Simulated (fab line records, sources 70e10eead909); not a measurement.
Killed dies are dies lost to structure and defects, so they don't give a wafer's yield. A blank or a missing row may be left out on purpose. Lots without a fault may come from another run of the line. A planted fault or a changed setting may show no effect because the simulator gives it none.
fab line records | flow nand_harc
record lots=6 wafers=18 last_day=24
route steps=1159 shown A_ONON_D1@432 END@1159
lots that met no fault: from a run of the same line without faults
start_h: hours from the record's first day to the start of the lot's first wafer shown | wait_h: hours since the lot's step before | " the same as in the row above | L1.1+2: a row that stands for several wafers | - no value, or no start given | * or withheld: withheld | < > ~ a bound
route shown NAME@n: a module of which the file shows steps, and the number in the route of the first | usual: mean/standard deviation of fault-free wafers | same: alike in all rows | chamber/n: place in a boat | sites: the reading at each site | _std_site: their standard deviation | _edge_site: outer sites' mean less inner sites' | radius_mm: how far each site lies from the wafer's centre | mask NAME#n: copy n | behind: the tool/chamber that last shaped the wafer | hold: why the lot was held/for how many hours/how that ended | device: the transistor (n, p or np) that didn't switch | end of line: the same wafers' tests at the end of the route | a step without rows: its recipe alone | killed: dies lost to structure and defects at the first sort, not the wafer's yield | map: a wafer's dies, x killed, . not, _ none there
set.NAME: the setting as run; set.NAME@STEP: as run at that earlier step | model.NAME: the simulator's own value behind a step, which no gauge read
lots at some steps of the route; a table a step, a row a wafer
services: from which hour (start_h, from the record's first day; less than 0 if before it) a tool's chamber was out of use, for how many hours, and why
## steps
# step NHARC_A_ONON_D1_DEP_12
# recipe target_thk_a=10000 n2_flow_sccm=2750 n2o_flow_sccm=2000 nh3_flow_sccm=500 sih4_flow_sccm=210 temp_c=400
# step NHARC_A_ONON_D1_THK_MEAS_14
# recipe thk_meas_gauge=ellipsometry
# usual thk_nm=1001/9.6
# columns lot.wafer tool chamber start_h wait_h thk_nm
L738.1 film_metro-01 - 184.54 - 1004
L738.2 " - " " 1006
L738.4 " - " " 1004
L739.4 film_metro-01 - 192.98 - 1010
L739.5 " - " " 1011
L739.6 " - " " 1012
L746.2 film_metro-01 - 242.67 - 974
L746.4 " - " " 973
L746.6 " - " " 974
L748.2 film_metro-01 - 253.17 - 1000
L748.4 " - " " 1002
L748.5 " - " " 1002
L750.4 film_metro-02 - 263.33 - 1001
L750.5 " - " " 999
L750.6 " - " " 1001
L757.1 film_metro-02 - 292.16 - 1005
L757.4 " - " " 1005
L757.5 " - " " 1006
# step NHARC_A_ONON_D1_ANNEAL_15
# recipe temp_c=750 time_s=3600
# step NHARC_A_ONON_D1_DEP_16
# recipe target_thk_a=10000 n2_flow_sccm=2750 n2o_flow_sccm=2000 nh3_flow_sccm=500 sih4_flow_sccm=210 temp_c=400
# step NHARC_A_ONON_D1_THK_MEAS_18
# recipe thk_meas_gauge=ellipsometry
# usual thk_nm=997/10
# columns lot.wafer tool chamber start_h wait_h thk_nm
L738.1 film_metro-02 - 191.66 - 1000
L738.2 " - " " 998
L738.4 " - " " 998
L739.4 film_metro-02 - 200.14 - 998
L739.5 " - " " 996
L739.6 " - " " 997
L746.2 film_metro-01 - 249.81 - 1007
L746.4 " - " " 1008
L746.6 " - " " 1008
L748.2 film_metro-02 - 260.16 - 988
L748.4 " - " " 987
L748.5 " - " " 986
L750.4 film_metro-01 - 270.51 - 1011
L750.5 " - " " 1012
L750.6 " - " " 1011
L757.1 film_metro-01 - 297.63 - 1001
L757.4 " - " " 1003
L757.5 " - " " 1001
# step NHARC_A_ONON_D1_DEP_19
# recipe target_thk_a=10000 n2_flow_sccm=2750 n2o_flow_sccm=2000 nh3_flow_sccm=500 sih4_flow_sccm=210 temp_c=400
# step NHARC_A_ONON_D1_THK_MEAS_21
# recipe thk_meas_gauge=ellipsometry
# usual thk_nm=998/11
# columns lot.wafer tool chamber start_h wait_h thk_nm
L738.1 film_metro-02 - 192.22 - 985
L738.2 " - " " 987
L738.4 " - " " 986
L739.4 film_metro-02 - 200.83 - 1018
L739.5 " - " " 1017
L739.6 " - " " 1017
L746.2 film_metro-01 - 250.50 - 978
L746.4 " - " " 977
L746.6 " - " " 978
L748.2 film_metro-01 - 260.73 - 992
L748.4 " - " " 994
L748.5 " - " " 995
L750.4 film_metro-02 - 271.08 - 993
L750.5 " - " " 991
L750.6 " - " " 989
L757.1 film_metro-01 - 298.32 - 991
L757.4 " - " " 991
L757.5 " - " " 991
# step NHARC_A_ONON_D1_DEP_22
# recipe target_thk_a=10000 n2_flow_sccm=2750 n2o_flow_sccm=2000 nh3_flow_sccm=500 sih4_flow_sccm=210 temp_c=400
# step NHARC_A_ONON_D1_THK_MEAS_24
# recipe thk_meas_gauge=ellipsometry
# usual thk_nm=1002/12
# columns lot.wafer tool chamber start_h wait_h thk_nm
L738.1 film_metro-01 - 192.79 - 984
L738.2 " - " " 986
L738.4 " - " " 985
L739.4 film_metro-02 - 201.40 - 1004
L739.5 " - " " 1004
L739.6 " - " " 1005
L746.2 film_metro-01 - 251.07 - 1000
L746.4 " - " " 1000
L746.6 " - " " 1000
L748.2 film_metro-02 - 261.39 - 1002
L748.4 " - " " 1004
L748.5 " - " " 1002
L750.4 film_metro-01 - 271.64 - 996
L750.5 " - " " 995
L750.6 " - " " 994
L757.1 film_metro-01 - 298.89 - 1011
L757.4 " - " " 1011
L757.5 " - " " 1011
# step NHARC_A_ONON_D1_DEP_25
# recipe target_thk_a=10000 n2_flow_sccm=2750 n2o_flow_sccm=2000 nh3_flow_sccm=500 sih4_flow_sccm=210 temp_c=400
# step NHARC_A_ONON_D1_THK_MEAS_27
# recipe thk_meas_gauge=ellipsometry
# usual thk_nm=997/12
# columns lot.wafer tool chamber start_h wait_h thk_nm
L738.1 film_metro-01 - 193.35 - 990
L738.2 " - " " 990
L738.4 " - " " 990
L739.4 film_metro-01 - 201.96 - 997
L739.5 " - " " 997
L739.6 " - " " 997
L746.2 film_metro-02 - 251.63 - 1001
L746.4 " - " " 1001
L746.6 " - " " 1002
L748.2 film_metro-02 - 261.97 - 1012
L748.4 " - " " 1013
L748.5 " - " " 1014
L750.4 film_metro-02 - 272.23 - 1003
L750.5 " - " " 1003
L750.6 " - " " 1003
L757.1 film_metro-01 - 299.45 - 1009
L757.4 " - " " 1011
L757.5 " - " " 1010
# step NHARC_A_ONON_D1_DEP_28
# recipe target_thk_a=10000 n2_flow_sccm=2750 n2o_flow_sccm=2000 nh3_flow_sccm=500 sih4_flow_sccm=210 temp_c=400
# usual sih4_flow_sccm=210.1/0.64
# columns lot.wafer tool chamber start_h wait_h sih4_flow_sccm
L738.1 pecvd_onon-01 0 193.41 0.1 209.3
L738.2 " 0 " " 208.9
L738.4 " 0 " " 209.1
L739.4 pecvd_onon-02 0 202.19 0.2 209.8
L739.5 " 0 " " 208.8
L739.6 " 0 " " 209.4
L746.2 pecvd_onon-01 0 251.81 0.2 211.3
L746.4 " 0 " " 210.4
L746.6 " 0 " " 210.9
L748.2 pecvd_onon-01 0 262.09 0.1 210.0
L748.4 " 0 " " 211.5
L748.5 " 0 " " 210.7
L750.4 pecvd_onon-02 0 272.46 0.2 210.6
L750.5 " 0 " " 210.0
L750.6 " 0 " " 210.5
L757.1 pecvd_onon-04 0 299.51 0.1 210.5
L757.4 " 0 " " 209.6
L757.5 " 0 " " 211.3
# step NHARC_A_ONON_D1_THK_MEAS_30
# recipe thk_meas_gauge=ellipsometry
# usual thk_nm=998/10
# columns lot.wafer tool chamber start_h wait_h thk_nm
L738.1 film_metro-02 - 193.91 - 1005
L738.2 " - " " 1007
L738.4 " - " " 1006
L739.4 film_metro-02 - 202.53 - 987
L739.5 " - " " 986
L739.6 " - " " 985
L746.2 film_metro-02 - 252.26 - 1482
L746.4 " - " " 1481
L746.6 " - " " 1482
L748.2 film_metro-01 - 262.54 - 1510
L748.4 " - " " 1510
L748.5 " - " " 1510
L750.4 film_metro-02 - 272.80 - 978
L750.5 " - " " 979
L750.6 " - " " 977
L757.1 film_metro-01 - 300.02 - 998
L757.4 " - " " 998
L757.5 " - " " 997
# step NHARC_A_ONON_D1_DEP_33
# recipe target_thk_a=2000 temp_c=400 pressure_torr=6.5 rf_w=900 teos_flow_sccm=161.4 flow_sccm=2650 target_thk_nm=200 gas=O2 material=SiO2
# usual heater_power_w=591/86 throttle_valve_pct=16.2/0.58
# columns lot.wafer tool chamber start_h wait_h heater_power_w throttle_valve_pct
L738.1 pecvd-03 1 193.97 0.1 647 15.8
L738.2 " 2 " " 684 16.5
L738.4 " 1 " " 651 15.7
L739.4 pecvd-02 1 202.73 0.2 629 17.1
L739.5 " 2 " " 686 16.4
L739.6 " 0 " " 632 15.5
L746.2 pecvd-02 1 252.40 0.1 603 17.3
L746.6 " 2 " " 685 16.4
L746.4 " 1 " " 603 16.9
L748.2 pecvd-01 0 262.65 0.1 509 16.5
L748.5 " 2 " " 682 15.6
L748.4 " 0 " " 516 16.6
L750.4 pecvd-02 0 272.99 0.2 679 15.3
L750.6 " 1 " " 618 17.0
L750.5 " 2 " " 638 16.5
L757.1 pecvd-01 1 300.17 0.1 620 15.8
L757.5 " 2 " " 591 15.4
L757.4 " 1 " " 468 16.0
# step NHARC_END_SORT_01
# recipe temp_c=25
# usual killed_at_array=29/11 killed_at_other=0.6/0.92 killed_at_periphery=3.2/2 killed_dies=33/11 killed_open=3.2/2 killed_short=1.9/1.5
# same gross_dies=677
# columns lot.wafer tool chamber start_h wait_h killed_at_array killed_at_other killed_at_periphery killed_dies killed_open killed_short
L746.2 prober-02 0 511.60 2.8 672 0 5 677 2 1
L746.4 prober-02 0 513.19 3.4 674 0 3 677 4 1
L746.6 prober-02 0 514.79 4.0 666 0 11 677 3 3
L748.2 prober-01 0 527.90 2.8 676 0 1 677 1 2
L748.4 prober-01 0 529.50 3.4 674 0 3 677 2 1
L748.5 prober-01 0 530.30 3.7 673 0 4 677 3 2
# killed by level:class
L746.2 A_ONON_D1:area_dep=644 A_SLIT:chamber_film_flake=19 A_CONTACT:chamber_film_flake=3 P_ZERO_WELL:chamber_film_flake=2 P_GATE:chamber_film_flake=2 A_CHANNEL_HOLE_D1:chamber_film_flake=2 P_M0:geometric_particle:open=1 A_CHANNEL_HOLE_D1:geometric_particle:short=1
L746.4 A_ONON_D1:area_dep=646 A_SLIT:chamber_film_flake=12 A_CONTACT:chamber_film_flake=6 A_CHANNEL_HOLE_D1:chamber_film_flake=2 A_STAIRCASE:chamber_film_flake=2 P_GATE:geometric_particle:open=1 A_SOURCE_PLATE:geometric_particle:open=1 A_ONON_D1:geometric_particle:open=1
L746.6 A_ONON_D1:area_dep=640 A_SLIT:chamber_film_flake=13 P_ZERO_WELL:chamber_film_flake=4 A_CONTACT:chamber_film_flake=4 P_GATE:chamber_film_flake=3 A_CHANNEL_HOLE_D1:chamber_film_flake=3 A_STAIRCASE:chamber_film_flake=2 P_GATE:geometric_particle:short=1
L748.2 A_ONON_D1:area_dep=657 A_CHANNEL_HOLE_D1:chamber_film_flake=9 A_CONTACT:chamber_film_flake=3 A_STAIRCASE:chamber_film_flake=2 A_WL_FILL:chamber_film_flake=2 A_ONON_D1:geometric_particle:short=1 A_WL_FILL:geometric_particle:short=1 A_CONTACT:geometric_particle:open=1
L748.4 A_ONON_D1:area_dep=666 A_CHANNEL_HOLE_D1:chamber_film_flake=4 A_CONTACT:chamber_film_flake=2 P_STI:geometric_particle:open=1 P_M1:geometric_particle:short=1 A_CHANNEL_FILL_D1:geometric_particle:open=1 P_GATE:chamber_film_flake=1 A_STAIRCASE:chamber_film_flake=1
L748.5 A_ONON_D1:area_dep=659 A_CHANNEL_HOLE_D1:chamber_film_flake=4 A_STAIRCASE:chamber_film_flake=3 A_WL_FILL:geometric_particle:open=2 P_GATE:chamber_film_flake=2 P_STI:geometric_particle:short=1 A_CHANNEL_FILL_D1:geometric_particle:open=1 A_WL_FILL:geometric_particle:short=1
# map L746.2 (x killed, . not)
____________x____________
_________xxxxxxx_________
_______xxxxxxxxxxx_______
______xxxxxxxxxxxxx______
_____xxxxxxxxxxxxxxx_____
____xxxxxxxxxxxxxxxxx____
____xxxxxxxxxxxxxxxxx____
___xxxxxxxxxxxxxxxxxxx___
___xxxxxxxxxxxxxxxxxxx___
__xxxxxxxxxxxxxxxxxxxxx__
__xxxxxxxxxxxxxxxxxxxxx__
_xxxxxxxxxxxxxxxxxxxxxxx_
_xxxxxxxxxxxxxxxxxxxxxxx_
_xxxxxxxxxxxxxxxxxxxxxxx_
_xxxxxxxxxxxxxxxxxxxxxxx_
_xxxxxxxxxxxxxxxxxxxxxxx_
xxxxxxxxxxxxxxxxxxxxxxxxx
xxxxxxxxxxxxxxxxxxxxxxxxx
xxxxxxxxxxxxxxxxxxxxxxxxx
xxxxxxxxxxxxxxxxxxxxxxxxx
xxxxxxxxxxxxxxxxxxxxxxxxx
_xxxxxxxxxxxxxxxxxxxxxxx_
_xxxxxxxxxxxxxxxxxxxxxxx_
_xxxxxxxxxxxxxxxxxxxxxxx_
_xxxxxxxxxxxxxxxxxxxxxxx_
_xxxxxxxxxxxxxxxxxxxxxxx_
__xxxxxxxxxxxxxxxxxxxxx__
__xxxxxxxxxxxxxxxxxxxxx__
___xxxxxxxxxxxxxxxxxxx___
___xxxxxxxxxxxxxxxxxxx___
____xxxxxxxxxxxxxxxxx____
____xxxxxxxxxxxxxxxxx____
_____xxxxxxxxxxxxxxx_____
______xxxxxxxxxxxxx______
_______xxxxxxxxxxx_______
_________xxxxxxx_________
____________x____________
# map L748.2 (x killed, . not)
____________x____________
_________xxxxxxx_________
_______xxxxxxxxxxx_______
______xxxxxxxxxxxxx______
_____xxxxxxxxxxxxxxx_____
____xxxxxxxxxxxxxxxxx____
____xxxxxxxxxxxxxxxxx____
___xxxxxxxxxxxxxxxxxxx___
___xxxxxxxxxxxxxxxxxxx___
__xxxxxxxxxxxxxxxxxxxxx__
__xxxxxxxxxxxxxxxxxxxxx__
_xxxxxxxxxxxxxxxxxxxxxxx_
_xxxxxxxxxxxxxxxxxxxxxxx_
_xxxxxxxxxxxxxxxxxxxxxxx_
_xxxxxxxxxxxxxxxxxxxxxxx_
_xxxxxxxxxxxxxxxxxxxxxxx_
xxxxxxxxxxxxxxxxxxxxxxxxx
xxxxxxxxxxxxxxxxxxxxxxxxx
xxxxxxxxxxxxxxxxxxxxxxxxx
xxxxxxxxxxxxxxxxxxxxxxxxx
xxxxxxxxxxxxxxxxxxxxxxxxx
_xxxxxxxxxxxxxxxxxxxxxxx_
_xxxxxxxxxxxxxxxxxxxxxxx_
_xxxxxxxxxxxxxxxxxxxxxxx_
_xxxxxxxxxxxxxxxxxxxxxxx_
_xxxxxxxxxxxxxxxxxxxxxxx_
__xxxxxxxxxxxxxxxxxxxxx__
__xxxxxxxxxxxxxxxxxxxxx__
___xxxxxxxxxxxxxxxxxxx___
___xxxxxxxxxxxxxxxxxxx___
____xxxxxxxxxxxxxxxxx____
____xxxxxxxxxxxxxxxxx____
_____xxxxxxxxxxxxxxx_____
______xxxxxxxxxxxxx______
_______xxxxxxxxxxx_______
_________xxxxxxx_________
____________x____________
## services
# columns tool chamber start_h hours kind
pecvd-03 0 171.37 27.8 repair
pecvd-03 - 177.00 0.7 repair
pecvd_onon-01 - 195.16 13.0 pm
pecvd-02 - 206.71 0.5 repair
pecvd_onon-04 - 237.00 13.0 pm
pecvd-01 - 237.26 13.0 pm
pecvd-01 0 237.26 13.0 vent_cycle
pecvd-01 1 237.26 13.0 vent_cycle
pecvd-01 2 237.26 13.0 vent_cycle
pecvd_onon-02 - 247.08 3.0 repair
pecvd-01 0 250.26 - clean
pecvd-01 1 250.26 - clean
pecvd-01 2 250.26 - clean
pecvd-03 1 258.94 2.9 repair
pecvd_onon-02 - 292.35 13.0 pm
pecvd-03 - 292.36 13.0 pm
pecvd-03 0 292.36 13.0 vent_cycle
pecvd-03 1 292.36 13.0 vent_cycle
pecvd-03 2 292.36 13.0 vent_cycle
## key
first_sign step=NHARC_A_ONON_D1_THK_MEAS_30 reading=thk_nm direction=up sigmas=49 usual=998 struck=1496
effect step=NHARC_END_SORT_01 reading=killed_at_array direction=up sigmas=61 usual=29 struck=672
more_kills_born_at NHARC_A_ONON_D1_DEP_28@pecvd_onon-01=3912
met_at NHARC_A_ONON_D1_DEP_28
struck_wafers L746.2,L746.4,L746.6,L748.2,L748.4,L748.5
later_rows_left_out L746.2,L746.4,L746.6,L748.2,L748.4,L748.5
tester_left_out L746,L748
onset_between 193.41 251.81
fault kind=process_parameter_drift tool=pecvd_onon-01 chamber=0 onset_h=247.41 steps=NHARC_A_ONON_D1_DEP_28 channel=target_thk_a offset=* shape=step end_h=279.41 acts_in=* stated=*
# tester_left_out: of these lots the tester's yield and bins aren't shown, on N5 and GAA mostly nor the transistor test; their killed dies are dies lost to structure and defects alone, not to doping, threshold or leakage, so they don't give the yield
# later_rows_left_out: the simulator's readings of these wafers behind a module that went badly wrong aren't trusted and aren't shown, but for the sort
